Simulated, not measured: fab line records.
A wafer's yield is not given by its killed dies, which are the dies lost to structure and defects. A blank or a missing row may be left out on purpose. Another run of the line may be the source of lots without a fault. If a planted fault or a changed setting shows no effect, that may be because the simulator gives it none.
Which tool was responsible? | flow n5-finfet | 24 lots with 72 wafers sampled at 5 steps, on a route of 1938 steps

== WHAT EACH GAUGE READ, for each wafer ==
N5_BEOL_M13_CD_MEAS_28: the cd target is 209.5 nm. Usual: cd-nm at 209.3 nm, with a standard deviation of 1.5.
lot  | measured     | on        | cd-nm (nm)        | flag
L074 | day 14 04:47 | cd-sem-02 | 208.6 212.5 210.0 |
L077 | day 14 21:34 | cd-sem-02 | 208.0 209.7 206.8 |
L075 | day 15 02:32 | cd-sem-01 | 208.5 210.5 212.5 |
L076 | day 15 07:33 | cd-sem-02 | 209.9 208.0 210.3 |
L078 | day 15 14:29 | cd-sem-02 | 210.1 208.4 210.0 |
L080 | day 16 00:47 | cd-sem-03 | 210.9 210.3 209.9 |
L082 | day 16 04:27 | cd-sem-02 | 206.5 209.3 208.1 |
L079 | day 16 17:01 | cd-sem-02 | 211.6 208.5 207.3 |
L086 | day 17 08:34 | cd-sem-03 | 208.9 210.7 209.6 |
L081 | day 17 15:02 | cd-sem-02 | 209.8 208.9 210.1 |
L083 | day 17 20:01 | cd-sem-03 | 211.3 211.5 208.9 |
L084 | day 17 20:20 | cd-sem-01 | 210.3 211.1 209.0 |
L090 | day 18 05:34 | cd-sem-02 | 209.8 210.2 210.3 |
L085 | day 18 06:17 | cd-sem-01 | 210.1 209.8 207.7 |
L089 | day 18 21:26 | cd-sem-01 | 209.1 208.8 209.5 |
L087 | day 19 00:32 | cd-sem-03 | 208.1 205.8 208.3 |
L088 | day 19 00:52 | cd-sem-01 | 211.2 208.0 206.4 |
L091 | day 19 05:14 | cd-sem-02 | 208.5 212.0 210.1 |
L096 | day 19 16:01 | cd-sem-02 | 208.9 209.6 209.7 |
L092 | day 19 20:04 | cd-sem-03 | 210.5 208.7 211.0 |
L094 | day 19 20:37 | cd-sem-02 | 209.2 207.7 209.2 |
L093 | day 20 05:15 | cd-sem-02 | 209.2 207.0 207.2 |
L095 | day 20 05:47 | cd-sem-01 | 208.3 209.1 206.9 |
L097 | day 20 12:38 | cd-sem-03 | 209.3 209.3 208.7 |

N5_BEOL_M14_OVL_MEAS_11. Usual: V13_OVL gives -3 nm (standard deviation 5).
lot  | measured     | on         | V13_OVL (nm) | flag
L074 | day 14 14:42 | overlay-02 | -13 -12 -9   |
L077 | day 15 04:19 | overlay-01 | -10 3 11     |
L075 | day 15 07:17 | overlay-01 | -4 -3 1      |
L076 | day 15 12:44 | overlay-01 | 2 -9 -1      |
L078 | day 15 19:38 | overlay-02 | 0 6 -6       |
L080 | day 16 03:53 | overlay-01 | 0 -3 -2      |
L082 | day 16 16:18 | overlay-02 | 3 -7 -2      |
L079 | day 16 22:50 | overlay-02 | -3 -9 -6     |
L086 | day 17 14:15 | overlay-02 | -6 0 -3      |
L081 | day 17 19:10 | overlay-02 | -9 -1 -12    |
L083 | day 18 00:31 | overlay-02 | 0 -5 -3      |
L084 | day 18 00:57 | overlay-01 | -7 -3 -7     |
L090 | day 18 12:31 | overlay-02 | -7 5 2       |
L085 | day 18 12:46 | overlay-02 | -2 -9 -6     |
L089 | day 19 05:00 | overlay-02 | -5 5 1       |
L087 | day 19 06:41 | overlay-02 | 0 0 3        |
L088 | day 19 07:23 | overlay-02 | 5 1 -5       |
L091 | day 19 12:41 | overlay-02 | -2 0 0       |
L096 | day 19 21:31 | overlay-02 | -11 -8 -12   |
L092 | day 20 01:43 | overlay-02 | 2 -3 1       |
L094 | day 20 03:40 | overlay-02 | 4 -4 2       |
L093 | day 20 09:08 | overlay-02 | 1 -8 -2      |
L095 | day 20 09:27 | overlay-02 | 5 -4 -3      |
L097 | day 20 20:05 | overlay-02 | -2 -2 -2     |

N5_BEOL_M14_CD_MEAS_28: the cd target is 284.4 nm. Usual: cd-nm at 285.8 nm, with a standard deviation of 2.4.
lot  | measured     | on        | cd-nm (nm)        | flag
L074 | day 14 15:43 | cd-sem-02 | 284.2 289.6 284.9 |
L077 | day 15 05:12 | cd-sem-02 | 286.2 287.6 286.1 |
L075 | day 15 08:14 | cd-sem-02 | 283.6 283.4 288.8 |
L076 | day 15 13:42 | cd-sem-02 | 285.5 289.9 286.7 |
L078 | day 15 20:28 | cd-sem-02 | 288.0 288.3 289.1 |
L080 | day 16 04:50 | cd-sem-03 | 283.0 288.6 284.4 |
L082 | day 16 17:07 | cd-sem-03 | 288.2 285.8 284.4 |
L079 | day 16 23:47 | cd-sem-02 | 286.9 285.0 284.5 |
L086 | day 17 15:06 | cd-sem-03 | 283.5 283.4 281.3 |
L081 | day 17 20:06 | cd-sem-01 | 282.5 284.0 280.9 |
L083 | day 18 01:20 | cd-sem-03 | 286.8 285.5 284.8 |
L084 | day 18 01:47 | cd-sem-02 | 285.3 284.6 283.3 |
L090 | day 18 13:28 | cd-sem-01 | 285.4 285.0 285.9 |
L085 | day 18 13:35 | cd-sem-02 | 288.5 288.6 288.7 |
L089 | day 19 06:02 | cd-sem-02 | 282.2 282.5 281.2 |
L087 | day 19 07:38 | cd-sem-01 | 287.1 287.1 287.3 |
L088 | day 19 08:19 | cd-sem-02 | 284.9 283.6 284.6 |
L091 | day 19 13:34 | cd-sem-02 | 283.0 285.1 284.5 |
L096 | day 19 22:34 | cd-sem-01 | 289.4 289.1 287.2 |
L092 | day 20 02:32 | cd-sem-02 | 288.0 291.0 289.3 |
L094 | day 20 04:47 | cd-sem-02 | 285.8 283.3 285.1 |
L093 | day 20 10:40 | cd-sem-02 | 284.9 283.3 285.5 |
L095 | day 20 11:08 | cd-sem-01 | 287.2 285.9 288.1 |
L097 | day 20 21:29 | cd-sem-01 | 287.4 287.9 283.1 |

== TOOL THAT RAN EACH LOT (tool first, then ch and the chambers of the sampled wafers, then the start) ==
lot  | N5_BEOL_M13_ANNEAL_48            | N5_BEOL_M14_STRIP_63
L074 | rtp-anneal-01 ch 0, day 14 13:23 | rie-diel-04 ch 1,2,3, day 14 15:43 or earlier
L077 | rtp-anneal-01 ch 0, day 15 02:56 | rie-diel-03 ch 1,3, day 15 05:12 or earlier
L075 | rtp-anneal-02 ch 0, day 15 05:50 | rie-diel-04 ch 0,1,2, day 15 08:14 or earlier
L076 | rtp-anneal-01 ch 0, day 15 11:16 | rie-diel-01 ch 0,2,3, day 15 13:42 or earlier
L078 | rtp-anneal-01 ch 0, day 15 18:22 | rie-diel-01 ch 1,3, day 15 20:28 or earlier
L080 | rtp-anneal-02 ch 0, day 16 02:36 | rie-diel-04 ch 1,2,3, day 16 04:50 or earlier
L082 | rtp-anneal-01 ch 0, day 16 15:05 | rie-diel-01 ch 1,2,3, day 16 17:07 or earlier
L079 | rtp-anneal-01 ch 0, day 16 21:32 | rie-diel-03 ch 0,1,3, day 16 23:47 or earlier
L086 | rtp-anneal-01 ch 0, day 17 12:59 | rie-diel-03 ch 0,1,3, day 17 15:06 or earlier
L081 | rtp-anneal-02 ch 0, day 17 17:56 | rie-diel-03 ch 0,1,3, day 17 20:06 or earlier
L083 | rtp-anneal-02 ch 0, day 17 23:07 | rie-diel-01 ch 0,1,3, day 18 01:20 or earlier
L084 | rtp-anneal-01 ch 0, day 17 23:20 | rie-diel-01 ch 0,1, day 18 01:47 or earlier
L090 | rtp-anneal-01 ch 0, day 18 11:17 | rie-diel-04 ch 0,2, day 18 13:28 or earlier
L085 | rtp-anneal-01 ch 0, day 18 11:31 | rie-diel-01 ch 0,2,3, day 18 13:35 or earlier
L089 | rtp-anneal-02 ch 0, day 19 03:41 | rie-diel-01 ch 0,3, day 19 06:02 or earlier
L087 | rtp-anneal-02 ch 0, day 19 05:22 | rie-diel-01 ch 0,1, day 19 07:38 or earlier
L088 | rtp-anneal-01 ch 0, day 19 05:59 | rie-diel-04 ch 1,2, day 19 08:19 or earlier
L091 | rtp-anneal-02 ch 0, day 19 11:28 | rie-diel-01 ch 0,1, day 19 13:34 or earlier
L096 | rtp-anneal-01 ch 0, day 19 19:43 | rie-diel-04 ch 2,3, day 19 22:34 or earlier
L092 | rtp-anneal-01 ch 0, day 20 00:19 | rie-diel-03 ch 0,1,2, day 20 02:32 or earlier
L094 | rtp-anneal-01 ch 0, day 20 02:17 | rie-diel-03 ch 1,2,3, day 20 04:47 or earlier
L093 | rtp-anneal-02 ch 0, day 20 07:52 | rie-diel-03 ch 0,3, day 20 10:40 or earlier
L095 | rtp-anneal-02 ch 0, day 20 08:06 | rie-diel-03 ch 0,2, day 20 11:08 or earlier
L097 | rtp-anneal-01 ch 0, day 20 18:55 | rie-diel-04 ch 0,1,2, day 20 21:29 or earlier
- N5_BEOL_M13_ANNEAL_48: time 90 s.
- N5_BEOL_M14_STRIP_63: strips in O2.

== WHAT THE TOOLS THEMSELVES READ (means of the sampled wafers that have a number; where no wafer has one, the mark that the record gives instead) ==
N5_BEOL_M13_ANNEAL_48. Usual: wafer_temp_C_max at 226.09, with a standard deviation of 0.29.
lot  | tool          | wafer_temp_C_max | flag
L074 | rtp-anneal-01 | 225.89           |
L077 | rtp-anneal-01 | 226.28           |
L075 | rtp-anneal-02 | 225.93           |
L076 | rtp-anneal-01 | 226.53           |
L078 | rtp-anneal-01 | 225.89           |
L080 | rtp-anneal-02 | 225.92           |
L082 | rtp-anneal-01 | 226.28           |
L079 | rtp-anneal-01 | 226.38           |
L086 | rtp-anneal-01 | 226.22           |
L081 | rtp-anneal-02 | 225.92           |
L083 | rtp-anneal-02 | 225.98           |
L084 | rtp-anneal-01 | 226.23           |
L090 | rtp-anneal-01 | 226.06           |
L085 | rtp-anneal-01 | 226.48           |
L089 | rtp-anneal-02 | 226.05           |
L087 | rtp-anneal-02 | 225.96           |
L088 | rtp-anneal-01 | 226.10           |
L091 | rtp-anneal-02 | 225.86           |
L096 | rtp-anneal-01 | 226.19           |
L092 | rtp-anneal-01 | 226.27           |
L094 | rtp-anneal-01 | 225.88           |
L093 | rtp-anneal-02 | 225.71           |
L095 | rtp-anneal-02 | 225.79           |
L097 | rtp-anneal-01 | 226.43           |

N5_BEOL_M14_STRIP_63. Usual: drypump-motor-current-A 5.68 A, standard deviation 0.19; oes-product-au 0.79 a.u., standard deviation 0.075; rf-vpp-V 3.7 V, standard deviation 0.84; showerhead-plenum-p-Torr 2.06 Torr, standard deviation 0.065; throttle-valve-pct 16.67 %, standard deviation 0.28.
lot  | tool        | drypump-motor-current-A (A) | oes-product-au (a.u.) | rf-vpp-V (V) | showerhead-plenum-p-Torr (Torr) | throttle-valve-pct (%) | flag
L074 | rie-diel-04 | 5.52                        | 0.83                  | 3.8          | 2.12                            | 16.72                  |
L077 | rie-diel-03 | 5.70                        | 0.73                  | 3.7          | 1.98                            | 16.67                  |
L075 | rie-diel-04 | 5.70                        | 0.86                  | 3.1          | 2.09                            | 16.63                  |
L076 | rie-diel-01 | 5.74                        | 0.78                  | 4.0          | 2.03                            | 16.65                  |
L078 | rie-diel-01 | 5.77                        | 0.84                  | 3.1          | 2.07                            | 16.33                  |
L080 | rie-diel-04 | 5.53                        | 0.81                  | 3.1          | 2.12                            | 16.75                  |
L082 | rie-diel-01 | 5.69                        | 0.77                  | 3.6          | 2.08                            | 16.69                  |
L079 | rie-diel-03 | 5.64                        | 0.78                  | 4.1          | 2.01                            | 16.66                  |
L086 | rie-diel-03 | 5.65                        | 0.77                  | 4.2          | 2.00                            | 16.68                  |
L081 | rie-diel-03 | 5.65                        | 0.77                  | 3.5          | 2.00                            | 16.67                  |
L083 | rie-diel-01 | 5.71                        | 0.78                  | 3.9          | 2.05                            | 16.53                  |
L084 | rie-diel-01 | 5.63                        | 0.76                  | 3.8          | 2.10                            | 16.69                  |
L090 | rie-diel-04 | 5.57                        | 0.84                  | 2.6          | 2.11                            | 16.66                  |
L085 | rie-diel-01 | 5.74                        | 0.75                  | 4.7          | 2.02                            | 16.73                  |
L089 | rie-diel-01 | 5.77                        | 0.78                  | 3.0          | 2.00                            | 16.55                  |
L087 | rie-diel-01 | 5.62                        | 0.76                  | 3.4          | 2.10                            | 16.71                  |
L088 | rie-diel-04 | 5.75                        | 0.83                  | 3.5          | 2.07                            | 16.57                  |
L091 | rie-diel-01 | 5.66                        | 0.76                  | 3.9          | 2.04                            | 16.72                  |
L096 | rie-diel-04 | 5.28                        | 0.73                  | 3.2          | 2.15                            | 17.01                  |
L092 | rie-diel-03 | 5.74                        | 0.82                  | 3.5          | 2.06                            | 16.65                  |
L094 | rie-diel-03 | 5.79                        | 0.77                  | 4.1          | 2.02                            | 16.71                  |
L093 | rie-diel-03 | 5.61                        | 0.75                  | 4.0          | 1.98                            | 16.58                  |
L095 | rie-diel-03 | 5.66                        | 0.86                  | 3.4          | 2.08                            | 16.44                  |
L097 | rie-diel-04 | 5.72                        | 0.82                  | 4.9          | 2.07                            | 16.71                  |

== THE ANSWER, worked out from the rows above alone ==
Rule: lot off if the mean of its wafers having a number is beyond 3 standard deviations from the usual mean. Also off: a lot with no number at a reading for which 4 or more lots have one. Where the step has rows for the other lots, those lots are counted as sound. Order of review: gauges by route order, followed by the tools' own readings, for which a lot's mean as printed above is used. At the first step where some lot is off, the reading lying furthest off is the one used; lots without a number count as furthest.
Across all readings shown, no lot is off: no conclusion can be drawn from this.

== WHAT THE SIMULATOR HAD PUT IN ==
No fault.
